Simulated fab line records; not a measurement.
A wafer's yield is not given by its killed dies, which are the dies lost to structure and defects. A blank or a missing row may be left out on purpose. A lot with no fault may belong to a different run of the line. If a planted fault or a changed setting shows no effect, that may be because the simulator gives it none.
Lot-split experiment | flow n5 finfet | 21 wafers read across 7 lots, on a route 1938 steps long

== SPLIT DETAILS ==
At N5_BEOL_M12_CMP_49 (polishes, stops on SiOC, t overpolish 20.6 s, target thk 320 nm), the setting down force psi was moved away from the recipe's 1 psi on 5 of the 21 wafers read, by -18.2% to +6.2%. All remaining wafers had this setting at the recipe value.

The split's own step is where the reading is taken.

== THE READING ==
barrier field endpoint s, in s, at N5_BEOL_M12_CMP_49 (polishes, stops on SiOC, t overpolish 20.6 s, target thk 320 nm). A value of 30.6 s with a standard deviation of 0.75 s is what fault-free wafers of this fab line usually give.

wafer  | tool, chamber at the split | down force psi as run, psi | against the recipe | barrier field endpoint s, s | against lot-mates on the recipe
L075.3 | cmp-02, 1                  | 1                          | recipe             | 31.4                        | -
L075.1 | cmp-02, 2                  | 1                          | recipe             | 31.9                        | -
L075.5 | cmp-02, 1                  | 0.8183                     | -18.2%             | 37.6                        | +6.0
L078.4 | cmp-03, 0                  | 1                          | recipe             | 29.9                        | -
L078.3 | cmp-03, 2                  | 1.062                      | +6.2%              | 27.6                        | -2.3
L078.6 | cmp-03, 0                  | 1.062                      | +6.2%              | 28.1                        | -1.8
L083.4 | cmp-02, 3                  | 1                          | recipe             | 30.5                        | -
L083.6 | cmp-02, 2                  | 1                          | recipe             | 31.4                        | -
L083.5 | cmp-02, 3                  | 1                          | recipe             | 30.3                        | -
L082.1 | cmp-03, 3                  | 1                          | recipe             | 30.5                        | -
L082.3 | cmp-03, 1                  | 1                          | recipe             | 31.6                        | -
L082.5 | cmp-03, 3                  | 1                          | recipe             | 30.2                        | -
L084.4 | cmp-03, 0                  | 1                          | recipe             | 31.3                        | -
L084.1 | cmp-03, 3                  | 1                          | recipe             | 31.2                        | -
L084.5 | cmp-03, 0                  | 1                          | recipe             | 30.4                        | -
L087.4 | cmp-02, 1                  | 1                          | recipe             | 31.0                        | -
L087.1 | cmp-02, 2                  | 0.844                      | -15.6%             | 37.1                        | +6.8
L087.2 | cmp-02, 3                  | 1                          | recipe             | 29.6                        | -
L093.1 | cmp-01, 0                  | 0.8369                     | -16.3%             | 35.4                        | +4.8
L093.4 | cmp-01, 1                  | 1                          | recipe             | 30.8                        | -
L093.5 | cmp-01, 3                  | 1                          | recipe             | 30.4                        | -

FIT RESULTS
A straight line over all 21 wafers: barrier field endpoint s changes by -0.369 s for each +1% of down force psi; r = -0.96; the points scatter about the line by 0.7 s.
The same after taking each lot's own level away (the mean of its wafers on the recipe; 21 wafers): -0.346 s for each +1%; r = -0.97; scatter 0.58 s.
Per that fit: largest down force psi move, reading shift of 6.3 s.
The span of the lots' own levels, 29.90 to 31.65 s, comes to 2.3 times the standard deviation stated above.
So the lot-to-lot level changes the slope little: the two slopes agree.
Check: +6.51 s against its lot-mates is what the line predicts for one of the wafers moved furthest among these (-18.2%) when that wafer is left out of the fit. It came out at +5.95 s against them.
Tool readings at the split's step, against how far the setting was moved: barrier field endpoint s r = -0.96.

== THE OTHER SPLITS THESE WAFERS WENT THROUGH ==
These wafers also went through other splits before the reading. Each is held against what the fit with the lots' levels taken away leaves over:
other split on the same wafers | wafers away from the commonest value | r with barrier field endpoint s (lot level and that fit taken away)
N5_BEOL_M10_COAT_60 spin rpm   | 4                                    | -0.08
N5_BEOL_M11_ILD_DEP_00 time s  | 11                                   | -0.01
N5_BEOL_M11_COAT_60 spin rpm   | 4                                    | -0.04
N5_BEOL_M12_PEB_08 peb temp c  | 8                                    | -0.07
N5_BEOL_M12_DESCUM_15 time s   | 11                                   | +0.08

== FILE'S OWN FIT ==
barrier field endpoint s changes by -0.349 s for each +1% of down force psi, r = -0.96.
